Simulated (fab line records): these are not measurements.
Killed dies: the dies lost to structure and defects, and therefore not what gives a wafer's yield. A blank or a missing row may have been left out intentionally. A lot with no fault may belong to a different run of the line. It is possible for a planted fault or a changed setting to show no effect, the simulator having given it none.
fab line records | flow nandHarc
record lots=11 | wafers=33 | lastDay=33
route steps=1302 shown P_ZERO_WELL@61 P_GATE@124 END@1302
lots untouched by any fault: they come from a run of this same line in which no faults occurred
startH: hours from the record's first day to the start of the lot's first wafer shown | waitH: hours from the lot's prior step to this one | " unchanged from the row above | L1.1+2: several wafers, shown together as one row | - no value, or no start was given | * or withheld: withheld | < > ~ a bound
route shown NAME@n: NAME is a module with steps in the file, n the number in the route of the first one | usual: average and standard deviation across the fault-free wafers | same: alike in all rows | chamber/n: place in a boat | sites: per-site readings | _std_site: how widely they spread, as a standard deviation | _edge_site: inner sites' mean taken away from outer sites' mean | radiusMm: how far each site lies from the wafer's centre | mask NAME#n: copy n | behind: the most recent tool/chamber to have shaped the wafer | hold: why the lot was held/for how many hours/how that ended | device: whichever transistor did not switch (one of n, p or np) | end of line: tests of these same wafers at the route's end | a step given without rows: its recipe and nothing more | killed: dies lost to structure and defects at the first sort, not the wafer's yield | map: per-die view of a wafer (x killed, . not killed, _ where there is no die)
set.NAME: setting as actually run; set.NAME@STEP: the setting as run at that earlier step | model.NAME: the simulator's own value behind a step, which no gauge read
steps of the route over a sample of lots; a table a step, a row a wafer
services: when a tool's chamber went out of use (startH, in hours from the record's first day, below 0 if earlier), for how many hours, and the reason
## steps
# step NHARC_P_ZERO_WELL_DESCUM_54
# recipe timeS=3 | o2FlowSccm=200 | arFlowSccm=0 | biasPowerW=0 | chemistry=O2
# usual chamberPressureMTorr=60.00/0.053 | drypumpMotorCurrentA=5.7/0.33 | o2FlowSccm=199.9/0.64 | oesProductAu=0.999/0.0088 | rfVppV=57.6/1 | showerheadPlenumPTorr=1.87/0.099 | throttleValvePct=11.312/0.0095
lot.wafer | tool       | chamber | startH | waitH | chamberPressureMTorr | drypumpMotorCurrentA | o2FlowSccm | oesProductAu | rfHoursCounterH | rfVppV | showerheadPlenumPTorr | throttleValvePct
L906.3    | rieDiel-09 | 1       | 25.82  | -     | 59.89                | 5.9                  | 199.9      | 1.006        | 15              | 58.1   | 2.03                  | 11.307
L906.2    | "          | 2       | "      | "     | 60.03                | 6.0                  | 200.7      | 1.015        | 15              | 57.7   | 1.83                  | 11.315
L906.1    | "          | 3       | "      | "     | 59.97                | 5.6                  | 199.3      | 1.007        | 17              | 57.9   | 1.78                  | 11.316
L907.1    | rieDiel-01 | 0       | 36.02  | -     | 60.07                | 5.4                  | 199.1      | 0.981        | 0               | 57.3   | 1.89                  | 11.309
L907.3    | "          | 1       | "      | "     | 60.01                | 5.8                  | 200.4      | 0.997        | 0               | 57.2   | 1.87                  | 11.313
L907.5    | "          | 1       | "      | "     | 59.94                | 5.8                  | 200.5      | 0.992        | -               | 57.0   | 1.87                  | 11.287
L908.1    | rieDiel-09 | 0       | 48.06  | -     | 59.98                | 5.8                  | 199.9      | 1.010        | 25              | 56.6   | 1.80                  | 11.313
L908.4    | "          | 1       | "      | "     | 60.02                | 5.9                  | 199.7      | 1.008        | 24              | 57.1   | 2.03                  | 11.315
L908.5    | "          | 2       | "      | "     | 59.96                | 6.0                  | 200.7      | 1.004        | -               | 56.4   | 1.83                  | 11.302
L909.2    | rieDiel-09 | 1       | 55.82  | -     | 60.05                | 5.9                  | 199.1      | 0.997        | 27              | 58.8   | 2.03                  | 11.319
L909.4    | "          | 1       | "      | "     | 59.97                | 5.9                  | 198.9      | 1.004        | -               | 58.9   | 2.03                  | 11.318
L909.6    | "          | 2       | "      | "     | 60.02                | 6.0                  | 199.7      | 0.998        | -               | 58.8   | 1.83                  | 11.294
L911.3    | rieDiel-04 | 0       | 75.65  | -     | 59.95                | 5.7                  | 199.6      | 0.998        | 19              | 58.3   | 2.07                  | 11.305
L911.1    | "          | 2       | "      | "     | 60.00                | 5.4                  | 199.8      | 0.993        | 23              | 57.1   | 1.83                  | 11.327
L911.2    | "          | 3       | "      | "     | 60.01                | 5.5                  | 199.9      | 1.013        | 20              | 58.6   | 1.91                  | 11.332
L913.1    | rieDiel-09 | 3       | 96.17  | -     | 60.05                | 5.5                  | 199.6      | 1.012        | 35              | 57.0   | 1.78                  | 11.310
L913.3    | "          | 2       | "      | "     | 59.99                | 6.0                  | 200.5      | 1.007        | 41              | 57.2   | 1.82                  | 11.315
L913.5    | "          | 0       | "      | "     | 60.00                | 5.8                  | 198.6      | 1.002        | -               | 57.2   | 1.79                  | 11.314
L919.4    | rieDiel-09 | 2       | 156.41 | -     | 60.06                | 6.0                  | 199.1      | 0.995        | 1               | 55.6   | 1.82                  | 11.308
L919.2    | "          | 3       | "      | "     | 60.04                | 5.5                  | 199.8      | 0.987        | 1               | 58.4   | 1.77                  | 11.301
L919.1    | "          | 0       | "      | "     | 60.06                | 5.8                  | 200.0      | 0.979        | 1               | 59.3   | 1.79                  | 11.304
L921.1    | rieDiel-09 | 0       | 176.62 | -     | 60.04                | 5.8                  | 200.2      | 0.985        | 7               | 55.7   | 1.79                  | 11.315
L921.2    | "          | 3       | "      | "     | 60.02                | 5.5                  | 199.6      | 0.998        | 6               | 57.5   | 1.77                  | 11.305
L921.6    | "          | 0       | "      | "     | 59.99                | 5.8                  | 200.4      | 0.983        | -               | 57.6   | 1.79                  | 11.314
L926.3    | rieDiel-09 | 2       | 225.94 | -     | 60.06                | 6.0                  | 200.8      | 0.999        | 21              | 57.9   | 1.81                  | 11.297
L926.1    | "          | 3       | "      | "     | 60.00                | 5.5                  | 199.5      | 0.985        | 23              | 57.7   | 1.77                  | 11.318
L926.6    | "          | 0       | "      | "     | 59.96                | 5.8                  | 199.2      | 0.999        | -               | 56.7   | 1.78                  | 11.313
L927.2    | rieDiel-09 | 0       | 236.04 | -     | 60.02                | 5.9                  | 198.7      | 0.995        | 25              | 56.5   | 1.78                  | 11.305
L927.1    | "          | 1       | "      | "     | 60.07                | 5.9                  | 200.5      | 1.004        | 24              | 57.7   | 2.01                  | 11.310
L927.5    | "          | 0       | "      | "     | 60.05                | 5.9                  | 199.2      | 1.005        | -               | 57.3   | 1.78                  | 11.299
L928.1    | rieDiel-01 | 1       | 245.99 | -     | 59.94                | 5.8                  | 200.3      | 0.976        | 12              | 56.5   | 1.85                  | 11.315
L928.2    | "          | 0       | "      | "     | 60.03                | 5.3                  | 200.7      | 0.990        | 11              | 57.0   | 1.87                  | 11.322
L928.5    | "          | 1       | "      | "     | 60.05                | 5.8                  | 200.2      | 0.987        | -               | 57.7   | 1.85                  | 11.316
# step NHARC_P_ZERO_WELL_IMPLANT_61
# recipe energyKev=30 | doseCm2=5e+11 | tiltDeg=7
# usual beamEnergyKeV=29.998/0.0091 | beamOnS=10.01/0.21
lot.wafer | tool         | chamber | startH | waitH | beamEnergyKeV | beamOnS
L906.1    | implanter-02 | 0       | 26.13  | 0.2   | 29.996        | 10.23
L906.2    | "            | 0       | "      | "     | 29.990        | 10.19
L906.3    | "            | 0       | "      | "     | 30.000        | 9.95
L907.1    | implanter-01 | 0       | 36.37  | 0.2   | 30.019        | 10.01
L907.3    | "            | 0       | "      | "     | 30.005        | 9.90
L907.5    | "            | 0       | "      | "     | 30.007        | 10.75
L908.1    | implanter-01 | 0       | 48.36  | 0.2   | 29.996        | 9.97
L908.4    | "            | 0       | "      | "     | 29.995        | 10.56
L908.5    | "            | 0       | "      | "     | 30.002        | 9.75
L909.2    | implanter-02 | 0       | 56.20  | 0.1   | 30.005        | 9.81
L909.4    | "            | 0       | "      | "     | 30.009        | 10.22
L909.6    | "            | 0       | "      | "     | 30.000        | 10.35
L911.1    | implanter-02 | 0       | 75.98  | 0.2   | 30.001        | 10.09
L911.2    | "            | 0       | "      | "     | 30.002        | 10.01
L911.3    | "            | 0       | "      | "     | 29.997        | 10.36
L913.1    | implanter-02 | 0       | 96.49  | 0.1   | 29.991        | 10.02
L913.3    | "            | 0       | "      | "     | 30.006        | 10.03
L913.5    | "            | 0       | "      | "     | 29.994        | 9.94
L919.1    | implanter-01 | 0       | 157.06 | 0.3   | 29.992        | 9.94
L919.2    | "            | 0       | "      | "     | 29.989        | 9.74
L919.4    | "            | 0       | "      | "     | 29.996        | 10.17
L921.1    | implanter-02 | 0       | 176.94 | 0.1   | 30.009        | 9.94
L921.2    | "            | 0       | "      | "     | 29.989        | 10.18
L921.6    | "            | 0       | "      | "     | 30.006        | 10.03
L926.1    | implanter-02 | 0       | 226.24 | 0.1   | 29.995        | 9.77
L926.3    | "            | 0       | "      | "     | 30.005        | 9.69
L926.6    | "            | 0       | "      | "     | 29.997        | 10.26
L927.1    | implanter-01 | -       | 236.35 | 0.1   | -             | -
L927.2    | "            | -       | "      | "     | -             | -
L927.5    | "            | -       | "      | "     | -             | -
L928.1    | implanter-02 | -       | 246.32 | 0.1   | -             | -
L928.2    | "            | -       | "      | "     | -             | -
L928.5    | "            | -       | "      | "     | -             | -
# step NHARC_P_ZERO_WELL_RTA_42
# recipe tempC=1100 | timeS=300
# usual lampPowerPct=38.3/2.1 | lamp_zone_2_pct=38.3/2.1 | lamp_zone_4_pct=38.3/2.1 | wafer_temp_C_max=1104.1/0.89
lot.wafer | tool         | chamber | startH | waitH | lampPowerPct | lamp_zone_2_pct | lamp_zone_4_pct | wafer_temp_C_max
L906.1    | rtpAnneal-01 | 0       | 26.78  | -     | 36.4         | 36.4            | 36.3            | 1104.0
L906.2    | "            | 0       | "      | "     | 36.3         | 36.3            | 36.3            | 1103.1
L906.3    | "            | 0       | "      | "     | 36.3         | 36.3            | 36.4            | 1103.1
L907.1    | rtpAnneal-02 | 0       | 37.10  | -     | 40.6         | 40.5            | 40.5            | 1105.1
L907.3    | "            | 0       | "      | "     | 40.5         | 40.5            | 40.6            | 1104.5
L907.5    | "            | 0       | "      | "     | 40.5         | 40.5            | 40.5            | 1102.9
L908.1    | rtpAnneal-01 | 0       | 49.01  | -     | 36.4         | 36.4            | 36.4            | 1104.3
L908.4    | "            | 0       | "      | "     | 36.4         | 36.4            | 36.3            | 1103.1
L908.5    | "            | 0       | "      | "     | 36.3         | 36.4            | 36.4            | 1103.3
L909.2    | rtpAnneal-01 | 0       | 56.93  | -     | 36.3         | 36.3            | 36.4            | 1103.0
L909.4    | "            | 0       | "      | "     | 36.4         | 36.4            | 36.4            | 1107.1
L909.6    | "            | 0       | "      | "     | 36.4         | 36.4            | 36.3            | 1104.6
L911.1    | rtpAnneal-02 | 0       | 76.63  | -     | 40.4         | 40.5            | 40.4            | 1105.5
L911.2    | "            | 0       | "      | "     | 40.4         | 40.3            | 40.4            | 1104.2
L911.3    | "            | 0       | "      | "     | 40.3         | 40.4            | 40.5            | 1105.8
L913.1    | rtpAnneal-02 | 0       | 97.14  | -     | 40.5         | 40.5            | 40.5            | 1104.7
L913.3    | "            | 0       | "      | "     | 40.4         | 40.5            | 40.6            | 1105.9
L913.5    | "            | 0       | "      | "     | 40.6         | 40.5            | 40.5            | 1105.0
L919.1    | rtpAnneal-01 | 0       | 157.89 | -     | 36.5         | 36.4            | 36.4            | 1103.9
L919.2    | "            | 0       | "      | "     | 36.4         | 36.4            | 36.4            | 1103.9
L919.4    | "            | 0       | "      | "     | 36.4         | 36.4            | 36.4            | 1104.1
L921.1    | rtpAnneal-02 | 0       | 177.65 | -     | 40.5         | 40.5            | 40.4            | 1102.8
L921.2    | "            | 0       | "      | "     | 40.5         | 40.5            | 40.5            | 1103.2
L921.6    | "            | 0       | "      | "     | 40.4         | 40.5            | 40.5            | 1103.8
L926.1    | rtpAnneal-02 | 0       | 226.89 | -     | 40.5         | 40.5            | 40.4            | 1103.8
L926.3    | "            | 0       | "      | "     | 40.5         | 40.5            | 40.5            | 1105.2
L926.6    | "            | 0       | "      | "     | 40.5         | 40.5            | 40.5            | 1104.2
L927.1    | rtpAnneal-01 | 0       | 236.99 | -     | 36.3         | 36.3            | 36.3            | 1103.7
L927.2    | "            | 0       | "      | "     | 36.2         | 36.3            | 36.3            | 1104.0
L927.5    | "            | 0       | "      | "     | 36.3         | 36.2            | 36.2            | 1104.6
L928.1    | rtpAnneal-01 | 0       | 246.97 | -     | 36.4         | 36.3            | 36.4            | 1103.2
L928.2    | "            | 0       | "      | "     | 36.4         | 36.3            | 36.4            | 1103.7
L928.5    | "            | 0       | "      | "     | 36.4         | 36.3            | 36.4            | 1103.4
# step NHARC_P_GATE_DESCUM_13
# recipe timeS=3 | o2FlowSccm=200 | arFlowSccm=0 | biasPowerW=0 | chemistry=O2
# usual chamberPressureMTorr=60.00/0.055 | drypumpMotorCurrentA=5.6/0.49 | o2FlowSccm=200.1/0.68 | oesProductAu=0.996/0.0071 | rfVppV=57.8/0.83 | showerheadPlenumPTorr=1.91/0.093 | throttleValvePct=11.311/0.0091
lot.wafer | tool       | chamber | startH | waitH | chamberPressureMTorr | drypumpMotorCurrentA | o2FlowSccm | oesProductAu | rfHoursCounterH | rfVppV | showerheadPlenumPTorr | throttleValvePct
L906.3    | rieDiel-06 | 3       | 89.00  | -     | 60.03                | 4.9                  | 200.7      | 0.997        | 8               | 57.4   | 2.07                  | 11.318
L906.2    | "          | 0       | "      | "     | 59.91                | 6.1                  | 199.3      | 1.007        | 6               | 57.6   | 1.93                  | 11.321
L906.1    | "          | 1       | "      | "     | 59.94                | 5.8                  | 200.1      | 1.004        | 7               | 56.9   | 1.93                  | 11.319
L907.1    | rieDiel-05 | 2       | 92.43  | -     | 60.03                | 5.1                  | 199.4      | 1.003        | 3               | 56.4   | 1.86                  | 11.313
L907.3    | "          | 0       | "      | "     | 60.03                | 5.5                  | 200.2      | 1.003        | 3               | 58.5   | 2.04                  | 11.315
L907.5    | "          | 2       | "      | "     | 60.02                | 5.1                  | 199.8      | 0.995        | -               | 57.5   | 1.86                  | 11.314
L908.1    | rieDiel-05 | 3       | 106.29 | -     | 60.06                | 5.1                  | 199.5      | 1.002        | 4               | 57.6   | 1.83                  | 11.300
L908.4    | "          | 0       | "      | "     | 59.93                | 5.5                  | 201.0      | 1.002        | 3               | 56.9   | 2.04                  | 11.322
L908.5    | "          | 1       | "      | "     | 60.06                | 5.1                  | 200.3      | 1.000        | -               | 59.4   | 2.05                  | 11.301
L909.4    | rieDiel-12 | 1       | 110.06 | -     | 59.95                | 5.3                  | 200.2      | 0.989        | 1               | 58.7   | 1.87                  | 11.312
L909.2    | "          | 2       | "      | "     | 59.89                | 5.8                  | 200.4      | 1.010        | 1               | 56.6   | 1.80                  | 11.317
L909.6    | "          | 1       | "      | "     | 60.00                | 5.3                  | 199.8      | 0.988        | -               | 57.1   | 1.87                  | 11.313
L911.3    | rieDiel-05 | 0       | 133.84 | -     | 59.98                | 5.5                  | 198.9      | 1.005        | 4               | 58.2   | 2.04                  | 11.310
L911.2    | "          | 2       | "      | "     | 59.93                | 5.1                  | 200.3      | 0.987        | 5               | 58.1   | 1.86                  | 11.317
L911.1    | "          | 3       | "      | "     | 60.06                | 5.1                  | 200.8      | 0.999        | 5               | 57.2   | 1.83                  | 11.312
L913.3    | rieDiel-05 | 2       | 153.44 | -     | 59.95                | 5.1                  | 200.5      | 1.002        | 6               | 58.0   | 1.86                  | 11.294
L913.1    | "          | 1       | "      | "     | 59.99                | 5.1                  | 200.7      | 0.993        | 5               | 58.3   | 2.05                  | 11.310
L913.5    | "          | 2       | "      | "     | 60.00                | 5.1                  | 202.0      | 0.995        | -               | 56.3   | 1.86                  | 11.320
L919.1    | rieDiel-05 | 3       | 212.08 | -     | 59.89                | 5.2                  | 200.8      | 0.991        | 11              | 57.1   | 1.83                  | 11.316
L919.4    | "          | 0       | "      | "     | 60.02                | 5.5                  | 199.2      | 1.003        | 9               | 58.6   | 2.04                  | 11.297
L919.2    | "          | 1       | "      | "     | 60.05                | 5.1                  | 200.1      | 0.988        | 9               | 58.4   | 2.05                  | 11.309
L921.1    | rieDiel-12 | 2       | 231.56 | -     | 60.06                | 5.8                  | 201.2      | 0.998        | 8               | 57.1   | 1.80                  | 11.299
L921.2    | "          | 1       | "      | "     | 59.98                | 5.3                  | 201.6      | 1.011        | 9               | 57.8   | 1.86                  | 11.307
L921.6    | "          | 2       | "      | "     | 60.00                | 5.8                  | 200.5      | 0.997        | -               | 56.9   | 1.80                  | 11.311
L926.1    | rieDiel-06 | 1       | 287.30 | -     | 60.00                | 5.8                  | 199.3      | 0.992        | 7               | 58.7   | 1.93                  | 11.304
L926.3    | "          | 0       | "      | "     | 59.99                | 6.1                  | 200.0      | 0.994        | 9               | 58.5   | 1.93                  | 11.310
L926.6    | "          | 1       | "      | "     | 60.12                | 5.8                  | 199.8      | 0.996        | -               | 57.2   | 1.93                  | 11.304
# step NHARC_END_SORT_01
# recipe tempC=25
# usual killedAtArray=61/23 | killedAtOther=1.3/1.4 | killedAtPeriphery=4.0/2.6 | killedDies=66/22 | killedOpen=3.4/1.8 | killedShort=2.3/1.4
# same grossDies=677
lot.wafer | tool      | chamber | startH | waitH | hold                  | killedAtArray | killedAtOther | killedAtPeriphery | killedDies | killedOpen | killedShort
L907.1    | prober-02 | 0       | 570.70 | 2.5   | -                     | 59            | 2             | 5                 | 66         | 4          | 2
L907.3    | prober-02 | 0       | 572.28 | 3.1   | -                     | 60            | 2             | 4                 | 66         | 3          | 2
L907.5    | prober-02 | 0       | 573.86 | 3.7   | -                     | 67            | 1             | 8                 | 76         | 4          | 2
L919.1    | prober-02 | 0       | 694.16 | 2.5   | -                     | 50            | 0             | 6                 | 56         | 4          | 3
L919.2    | prober-02 | 0       | 694.96 | 2.8   | -                     | 62            | 0             | 4                 | 66         | 7          | 1
L919.4    | prober-02 | 0       | 696.54 | 3.4   | -                     | 59            | 1             | 7                 | 67         | 9          | 2
L921.1    | prober-02 | 0       | 722.81 | 2.6   | -                     | 56            | 5             | 5                 | 66         | 4          | 3
L921.2    | prober-02 | 0       | 723.62 | 2.9   | -                     | 54            | 6             | 1                 | 61         | 3          | 2
L921.6    | prober-02 | 0       | 726.85 | 4.0   | -                     | 52            | 3             | 6                 | 61         | 3          | 0
L927.1    | prober-01 | 0       | 771.52 | 2.5   | awaitDispo/2.6h/scrap | 57            | 0             | 620               | 677        | 2          | 2
L927.2    | prober-01 | 0       | 772.32 | 2.8   | awaitDispo/2.6h/scrap | 57            | 1             | 619               | 677        | 6          | 0
L927.5    | prober-01 | 0       | 774.73 | 3.7   | awaitDispo/2.6h/scrap | 60            | 1             | 616               | 677        | 4          | 3
L928.1    | prober-02 | 0       | 772.82 | 2.5   | awaitDispo/9.3h/scrap | 62            | 2             | 613               | 677        | 1          | 2
L928.2    | prober-02 | 0       | 773.62 | 2.8   | awaitDispo/9.3h/scrap | 70            | 3             | 604               | 677        | 6          | 3
L928.5    | prober-02 | 0       | 776.03 | 3.7   | awaitDispo/9.3h/scrap | 74            | 0             | 603               | 677        | 4          | 3
L926.1    | prober-02 | 0       | 780.63 | 2.5   | -                     | 52            | 3             | 3                 | 58         | 3          | 1
L926.3    | prober-02 | 0       | 782.25 | 3.1   | -                     | 55            | 3             | 1                 | 59         | 4          | 1
L926.6    | prober-02 | 0       | 784.67 | 4.0   | -                     | 72            | 1             | 4                 | 77         | 3          | 1
# killed by level:class
L907.1 A_CHANNEL_HOLE_D1:chamberFilmFlake=36 A_CHANNEL_HOLE_D2:chamberFilmFlake=6 A_CONTACT:chamberFilmFlake=4 A_WL_FILL:chamberFilmFlake=3 A_CONTACT:unspecified=3 A_BLC:geometricParticle:open=2 P_ZERO_WELL:chamberFilmFlake=2 A_STAIRCASE:chamberFilmFlake=2
L907.3 A_CHANNEL_HOLE_D1:chamberFilmFlake=29 A_STAIRCASE:chamberFilmFlake=11 A_CHANNEL_HOLE_D2:chamberFilmFlake=7 A_CONTACT:unspecified=6 P_ZERO_WELL:chamberFilmFlake=4 THIN_TSV:chamberFilmFlake=2 A_ONON_D2:geometricParticle:short=1 A_CHANNEL_FILL_D2:geometricParticle:open=1
L907.5 A_CHANNEL_HOLE_D1:chamberFilmFlake=36 A_CHANNEL_HOLE_D2:chamberFilmFlake=14 A_CONTACT:unspecified=6 A_STAIRCASE:chamberFilmFlake=5 P_ZERO_WELL:chamberFilmFlake=3 A_CHANNEL_FILL_D2:geometricParticle:short=2 P_M1:chamberFilmFlake=2 P_CONTACT:geometricParticle:open=1
L919.1 A_CHANNEL_HOLE_D1:chamberFilmFlake=36 A_STAIRCASE:chamberFilmFlake=3 A_M0:geometricParticle:open=2 P_GATE:chamberFilmFlake=2 A_ZERO_WELL:chamberFilmFlake=2 P_CONTACT:geometricParticle:open=1 P_M2:geometricParticle:open=1 A_ONON_D2:geometricParticle:short=1
L919.2 A_CHANNEL_HOLE_D1:chamberFilmFlake=37 A_STAIRCASE:chamberFilmFlake=7 A_CHANNEL_FILL_D2:geometricParticle:open=5 A_BONDPAD:chamberFilmFlake=4 P_GATE:chamberFilmFlake=2 A_ONON_D2:geometricParticle:open=1 A_CHANNEL_FILL_D2:geometricParticle:short=1 A_SGD_CUT:geometricParticle:open=1
L919.4 A_CHANNEL_HOLE_D1:chamberFilmFlake=32 A_STAIRCASE:chamberFilmFlake=9 A_BONDPAD:chamberFilmFlake=4 A_ZERO_WELL:chamberFilmFlake=3 P_CONTACT:geometricParticle:open=2 P_ZERO_WELL:chamberFilmFlake=2 A_CONTACT:chamberFilmFlake=2 P_M0:geometricParticle:open=1
L921.1 A_SLIT:chamberFilmFlake=35 A_CHANNEL_HOLE_D1:chamberFilmFlake=10 THIN_TSV:chamberFilmFlake=5 A_CONTACT:chamberFilmFlake=3 P_GATE:geometricParticle:open=2 A_STAIRCASE:chamberFilmFlake=2 P_CONTACT:geometricParticle:open=1 A_ONON_D1:geometricParticle:short=1
L921.2 A_SLIT:chamberFilmFlake=30 A_CHANNEL_HOLE_D1:chamberFilmFlake=7 A_CONTACT:chamberFilmFlake=7 THIN_TSV:chamberFilmFlake=6 A_CHANNEL_HOLE_D1:geometricParticle:short=2 A_ZERO_WELL:chamberFilmFlake=2 A_DECK1_JOINT:chamberFilmFlake=2 P_CONTACT:geometricParticle:open=1
L921.6 A_SLIT:chamberFilmFlake=28 A_CONTACT:chamberFilmFlake=10 A_CHANNEL_HOLE_D1:chamberFilmFlake=6 P_M2:chamberFilmFlake=3 THIN_TSV:chamberFilmFlake=3 P_M0:chamberFilmFlake=2 A_DECK1_JOINT:chamberFilmFlake=2 A_CHANNEL_FILL_D1:geometricParticle:open=1
L927.1 P_ZERO_WELL:areaImplant=616 A_CHANNEL_HOLE_D2:chamberFilmFlake=25 A_CHANNEL_HOLE_D1:chamberFilmFlake=9 A_SLIT:chamberFilmFlake=7 A_DECK1_JOINT:chamberFilmFlake=4 A_M1:chamberFilmFlake=4 A_CHANNEL_FILL_D1:chamberFilmFlake=3 P_GATE:chamberFilmFlake=2
L927.2 P_ZERO_WELL:areaImplant=615 A_CHANNEL_HOLE_D2:chamberFilmFlake=30 A_CHANNEL_HOLE_D1:chamberFilmFlake=7 A_M1:chamberFilmFlake=7 A_SLIT:chamberFilmFlake=6 A_WL_FILL:geometricParticle:open=3 A_CONTACT:chamberFilmFlake=2 P_CONTACT:geometricParticle:open=1
L928.1 P_ZERO_WELL:areaImplant=609 A_SLIT:chamberFilmFlake=26 A_CHANNEL_HOLE_D2:chamberFilmFlake=19 A_CONTACT:chamberFilmFlake=12 P_STI:chamberFilmFlake=2 P_GATE:chamberFilmFlake=2 HYBRID_BOND:chamberFilmFlake=2 A_ONON_D2:geometricParticle:short=1
L928.2 P_ZERO_WELL:areaImplant=600 A_SLIT:chamberFilmFlake=32 A_CHANNEL_HOLE_D2:chamberFilmFlake=20 A_CONTACT:chamberFilmFlake=6 A_SGD_CUT:chamberFilmFlake=4 P_CONTACT:geometricParticle:open=2 A_M1:chamberFilmFlake=2 HYBRID_BOND:chamberFilmFlake=2
L927.5 P_ZERO_WELL:areaImplant=612 A_CHANNEL_HOLE_D2:chamberFilmFlake=20 A_CHANNEL_HOLE_D1:chamberFilmFlake=17 A_SLIT:chamberFilmFlake=7 A_CONTACT:chamberFilmFlake=4 A_M1:chamberFilmFlake=3 A_CHANNEL_FILL_D1:geometricParticle:open=2 P_GATE:chamberFilmFlake=2
L928.5 P_ZERO_WELL:areaImplant=599 A_CHANNEL_HOLE_D2:chamberFilmFlake=27 A_SLIT:chamberFilmFlake=25 A_CONTACT:chamberFilmFlake=11 P_CONTACT:geometricParticle:open=2 A_CHANNEL_HOLE_D2:geometricParticle:short=2 A_M1:chamberFilmFlake=2 A_SGD_CUT:chamberFilmFlake=2
L926.1 A_SLIT:chamberFilmFlake=25 A_CHANNEL_HOLE_D1:chamberFilmFlake=13 A_CONTACT:chamberFilmFlake=6 A_STAIRCASE:chamberFilmFlake=4 THIN_TSV:chamberFilmFlake=3 P_CONTACT:geometricParticle:open=1 A_CHANNEL_FILL_D2:geometricParticle:open=1 A_CHANNEL_FILL_D2:geometricParticle:short=1
L926.3 A_SLIT:chamberFilmFlake=31 A_CONTACT:chamberFilmFlake=7 A_STAIRCASE:chamberFilmFlake=6 A_CHANNEL_HOLE_D1:chamberFilmFlake=5 THIN_TSV:chamberFilmFlake=3 A_CHANNEL_FILL_D1:chamberFilmFlake=2 P_M0:geometricParticle:open=1 A_ONON_D1:geometricParticle:open=1
L926.6 A_SLIT:chamberFilmFlake=33 A_CHANNEL_HOLE_D1:chamberFilmFlake=16 A_CONTACT:chamberFilmFlake=12 A_STAIRCASE:chamberFilmFlake=4 A_CHANNEL_FILL_D1:chamberFilmFlake=2 A_WL_FILL:chamberFilmFlake=2 P_GATE:geometricParticle:short=1 P_M0:geometricParticle:open=1
## services
tool         | chamber | startH | hours | kind
rieDiel-09   | -       | 2.12   | 3.3   | repair
rtpAnneal-02 | -       | 12.00  | 12.0  | pm
rieDiel-06   | 0       | 14.02  | 8.3   | repair
rieDiel-01   | -       | 26.93  | 9.0   | pm
rieDiel-09   | 3       | 50.84  | 15.4  | repair
rieDiel-05   | -       | 52.60  | 9.0   | pm
implanter-01 | -       | 55.03  | 3.6   | repair
rieDiel-12   | 3       | 58.79  | 7.0   | repair
rieDiel-12   | 2       | 60.87  | 7.6   | repair
rieDiel-09   | 1       | 72.86  | 4.9   | repair
rieDiel-12   | 2       | 87.56  | 8.5   | repair
rieDiel-12   | -       | 91.52  | 9.0   | pm
rieDiel-09   | 0       | 91.74  | 2.6   | repair
rieDiel-09   | 3       | 124.91 | 8.3   | repair
rieDiel-12   | -       | 125.39 | 1.3   | repair
rieDiel-06   | -       | 130.20 | 9.0   | pm
rieDiel-12   | 2       | 140.13 | 3.5   | repair
rieDiel-09   | -       | 143.12 | 9.0   | pm
implanter-02 | -       | 146.00 | 13.0  | pm
rieDiel-12   | 2       | 152.74 | 5.6   | repair
implanter-01 | -       | 172.12 | 5.5   | repair
rieDiel-05   | 0       | 228.18 | 3.8   | repair
rieDiel-05   | -       | 229.60 | 9.0   | pm
rieDiel-05   | 3       | 275.80 | 6.0   | repair
## key
firstSign step=NHARC_P_ZERO_WELL_IMPLANT_61 | reading=toolRecord | direction=missing
effect step=NHARC_END_SORT_01 | reading=killedAtPeriphery | direction=up | sigmas=99+ | usual=4.0 | struck=612.5
moreKillsBornAt NHARC_P_ZERO_WELL_IMPLANT_61@implanter-01=1843 | NHARC_P_ZERO_WELL_IMPLANT_61@implanter-02=1808
metAt NHARC_P_ZERO_WELL_IMPLANT_61
struckLots L927,L928
laterRowsLeftOut L927.1,L927.2,L927.5,L928.1,L928.2,L928.5
testerLeftOut L927,L928
notActingAt NHARC_P_ZERO_WELL_DESCUM_54,NHARC_P_ZERO_WELL_RTA_42,NHARC_P_GATE_DESCUM_13
onsetBetween 226.24 236.35
fault kind=skippedStepWhole | tool=implanter-01,implanter-02 | chamber=- | onsetH=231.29 | steps=NHARC_P_ZERO_WELL_IMPLANT_61 | scope=struckLotsOnly
# testerLeftOut: of these lots the tester's yield and bins aren't shown, on N5 and GAA mostly nor the transistor test; their killed dies are dies lost to structure and defects alone, not to doping, threshold or leakage, so they don't give the yield
# laterRowsLeftOut: the simulator's readings of these wafers behind a module that went badly wrong aren't trusted and aren't shown, but for the sort
